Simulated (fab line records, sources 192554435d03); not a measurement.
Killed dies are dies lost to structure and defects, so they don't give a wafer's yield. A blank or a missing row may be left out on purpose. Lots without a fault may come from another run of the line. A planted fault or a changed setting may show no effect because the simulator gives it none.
Which tool did it? | flow n5_finfet | 23 lots, 69 wafers sampled, at 3 steps of a route of 1938

WHAT THE GAUGES READ, wafer by wafer
N5_BEOL_M1_INSPECT_13: inspects for defects (brightfield). Usual: raw_defect_count 401, standard deviation 97.
lot  | measured     | on                | raw_defect_count | flag
L074 | day 6 04:12  | defect_inspect-01 | 358 452 436      |
L075 | day 6 06:54  | defect_inspect-01 | 408 406 451      |
L076 | day 6 07:34  | defect_inspect-01 | 410 331 355      |
L077 | day 6 21:43  | defect_inspect-01 | 444 524 447      |
L078 | day 6 23:31  | defect_inspect-02 | 437 520 517      |
L079 | day 7 03:09  | defect_inspect-02 | 652 365 429      |
L080 | day 7 08:54  | defect_inspect-01 | 326 324 299      |
L081 | day 7 18:55  | defect_inspect-01 | 536 565 436      |
L082 | day 8 00:35  | defect_inspect-01 | 476 454 370      |
L083 | day 8 12:02  | defect_inspect-01 | 376 406 392      |
L084 | day 8 16:13  | defect_inspect-02 | 311 268 298      |
L085 | day 8 23:35  | defect_inspect-01 | 296 298 288      |
L086 | day 9 07:01  | defect_inspect-02 | 326 421 399      |
L087 | day 9 11:05  | defect_inspect-01 | 414 561 371      |
L089 | day 9 23:41  | defect_inspect-01 | 425 405 396      |
L088 | day 9 23:56  | defect_inspect-01 | 255 308 249      |
L090 | day 9 23:59  | defect_inspect-02 | 412 291 336      |
L091 | day 10 03:05 | defect_inspect-02 | 256 293 345      |
L092 | day 10 16:30 | defect_inspect-01 | 332 443 301      |
L094 | day 10 22:17 | defect_inspect-02 | 349 326 470      |
L095 | day 11 08:29 | defect_inspect-02 | 377 382 226      |
L096 | day 11 10:29 | defect_inspect-02 | 337 357 362      |
L097 | day 11 20:43 | defect_inspect-02 | 630 637 618      |

WHICH TOOL RAN EACH LOT (tool, then ch and the chambers of the sampled wafers, then the start)
lot  | N5_BEOL_M0_DEGAS_112         | N5_BEOL_M1_PECVD_72
L074 | pvd_sputter-02, day 5 22:31  | pecvd-01 ch 0,2, day 6 03:05
L075 | pvd_sputter-02, day 6 01:30  | pecvd-01 ch 0,1,2, day 6 04:35
L076 | pvd_sputter-02, day 6 03:37  | pecvd-01 ch 0,2, day 6 05:47
L077 | pvd_sputter-03, day 6 17:47  | pecvd-02 ch 0,1, day 6 19:52
L078 | pvd_sputter-01, day 6 18:20  | pecvd-02 ch 0,1,2, day 6 22:23
L079 | pvd_sputter-02, day 6 23:21  | pecvd-01 ch 0,1,2, day 7 01:49
L080 | pvd_sputter-01, day 7 05:23  | pecvd-02 ch 0,1,2, day 7 08:11
L081 | pvd_sputter-03, day 7 15:11  | pecvd-02 ch 0,1,2, day 7 17:21
L082 | pvd_sputter-03, day 7 19:37  | pecvd-01 ch 0,2, day 7 22:41
L083 | pvd_sputter-02, day 8 07:47  | pecvd-03 ch 0,1, day 8 10:30
L084 | pvd_sputter-02, day 8 11:04  | pecvd-01 ch 0,1, day 8 13:24
L085 | pvd_sputter-01, day 8 19:20  | pecvd-01 ch 1,2, day 8 21:35
L086 | pvd_sputter-03, day 9 00:44  | pecvd-03 ch 0,1, day 9 03:08
L087 | pvd_sputter-01, day 9 07:47  | pecvd-01 ch 0,1,2, day 9 10:22
L089 | pvd_sputter-01, day 9 19:04  | pecvd-02 ch 0,1, day 9 21:34
L088 | pvd_sputter-01, day 9 19:33  | pecvd-02 ch 0,1, day 9 22:26
L090 | pvd_sputter-02, day 9 19:50  | pecvd-02 ch 0,1,2, day 9 22:41
L091 | pvd_sputter-03, day 10 00:08 | pecvd-03 ch 0,2, day 10 02:26
L092 | pvd_sputter-01, day 10 08:09 | pecvd-01 ch 0,2, day 10 12:11
L094 | pvd_sputter-03, day 10 18:01 | pecvd-03 ch 1,2, day 10 20:23
L095 | pvd_sputter-02, day 11 05:28 | pecvd-02 ch 0,1,2, day 11 07:49
L096 | pvd_sputter-01, day 11 07:28 | pecvd-02 ch 0,2, day 11 09:49
L097 | pvd_sputter-03, day 11 15:00 | pecvd-01 ch 1,2, day 11 19:03
- N5_BEOL_M0_DEGAS_112: time 60 s.
- N5_BEOL_M1_PECVD_72: deposits SiO2 from TEOS/O2, target thk 16 nm, time 18 s.

WHAT THE TOOLS THEMSELVES READ (means of the sampled wafers that have a number; where no wafer has one, the mark that the record gives instead)
N5_BEOL_M0_DEGAS_112. Usual: heater_power_w 329 W, standard deviation 33.
lot  | tool           | heater_power_w (W) | flag
L074 | pvd_sputter-02 | 357                |
L075 | pvd_sputter-02 | 333                |
L076 | pvd_sputter-02 | 334                |
L077 | pvd_sputter-03 | 315                |
L078 | pvd_sputter-01 | 307                |
L079 | pvd_sputter-02 | 346                |
L080 | pvd_sputter-01 | 317                |
L081 | pvd_sputter-03 | 301                |
L082 | pvd_sputter-03 | 316                |
L083 | pvd_sputter-02 | 333                |
L084 | pvd_sputter-02 | 351                |
L085 | pvd_sputter-01 | 325                |
L086 | pvd_sputter-03 | 311                |
L087 | pvd_sputter-01 | 318                |
L089 | pvd_sputter-01 | 338                |
L088 | pvd_sputter-01 | 339                |
L090 | pvd_sputter-02 | 353                |
L091 | pvd_sputter-03 | 304                |
L092 | pvd_sputter-01 | 319                |
L094 | pvd_sputter-03 | 319                |
L095 | pvd_sputter-02 | 353                |
L096 | pvd_sputter-01 | 342                |
L097 | pvd_sputter-03 | 317                |

N5_BEOL_M1_PECVD_72. Usual: chamber_pressure_Torr 5.500 Torr, standard deviation 0.013; heater_power_w 674 W, standard deviation 61; showerhead_plenum_p_Torr 8.76 Torr, standard deviation 0.055; showerhead_vpp_V 1342 V, standard deviation 36; throttle_valve_pct 21.6 %, standard deviation 0.66.
lot  | tool     | chamber_pressure_Torr (Torr) | heater_power_w (W) | showerhead_plenum_p_Torr (Torr) | showerhead_vpp_V (V) | throttle_valve_pct (%) | flag
L074 | pecvd-01 | 5.507                        | 720                | 8.73                            | 1334                 | 21.2                   |
L075 | pecvd-01 | 5.496                        | 640                | 8.78                            | 1356                 | 21.7                   |
L076 | pecvd-01 | 5.496                        | 736                | 8.73                            | 1332                 | 21.1                   |
L077 | pecvd-02 | 5.503                        | 641                | 8.72                            | 1319                 | 22.1                   |
L078 | pecvd-02 | 5.506                        | 654                | 8.74                            | 1334                 | 21.7                   |
L079 | pecvd-01 | 5.486                        | 702                | 8.75                            | 1356                 | 21.5                   |
L080 | pecvd-02 | 5.495                        | 700                | 8.74                            | 1343                 | 21.4                   |
L081 | pecvd-02 | 5.501                        | 689                | 8.74                            | 1337                 | 21.7                   |
L082 | pecvd-01 | 5.490                        | 634                | 8.75                            | 1343                 | 21.6                   |
L083 | pecvd-03 | 5.506                        | 622                | 8.81                            | 1344                 | 21.1                   |
L084 | pecvd-01 | 5.500                        | 654                | 8.78                            | 1377                 | 21.9                   |
L085 | pecvd-01 | 5.502                        | 719                | 8.77                            | 1372                 | 21.4                   |
L086 | pecvd-03 | 5.498                        | 628                | 8.77                            | 1319                 | 21.0                   |
L087 | pecvd-01 | 5.480                        | 703                | 8.76                            | 1352                 | 21.8                   |
L089 | pecvd-02 | 5.516                        | 686                | 8.73                            | 1313                 | 21.8                   |
L088 | pecvd-02 | 5.507                        | 642                | 8.72                            | 1296                 | 22.1                   |
L090 | pecvd-02 | 5.496                        | 702                | 8.75                            | 1333                 | 21.6                   |
L091 | pecvd-03 | 5.498                        | 704                | 8.84                            | 1313                 | 21.8                   |
L092 | pecvd-01 | 5.500                        | 727                | 8.75                            | 1338                 | 21.2                   |
L094 | pecvd-03 | 5.503                        | 655                | 8.72                            | 1294                 | 21.5                   |
L095 | pecvd-02 | 5.494                        | 675                | 8.75                            | 1352                 | 21.8                   |
L096 | pecvd-02 | 5.505                        | 646                | 8.77                            | 1362                 | 21.5                   |
L097 | pecvd-01 | 5.509                        | 649                | 8.74                            | 1340                 | 21.1                   |

THE ANSWER, worked out from the rows above alone
Rule: a lot is off if the mean of its wafers that have a number lies more than 3 standard deviations from the usual mean. A lot without any number at a reading at which 4 lots or more have one is off too. The other lots that the step has rows for count as sound. The gauges are gone through in route order, then the tools' own readings, and for those a lot's mean is taken as printed above. The first step at which some lot is off is used, and at that step the reading that is off furthest; a lot without a number counts as furthest.
No lot is off at any reading shown: from this, nothing can be told.

WHAT THE SIMULATOR HAD PUT IN
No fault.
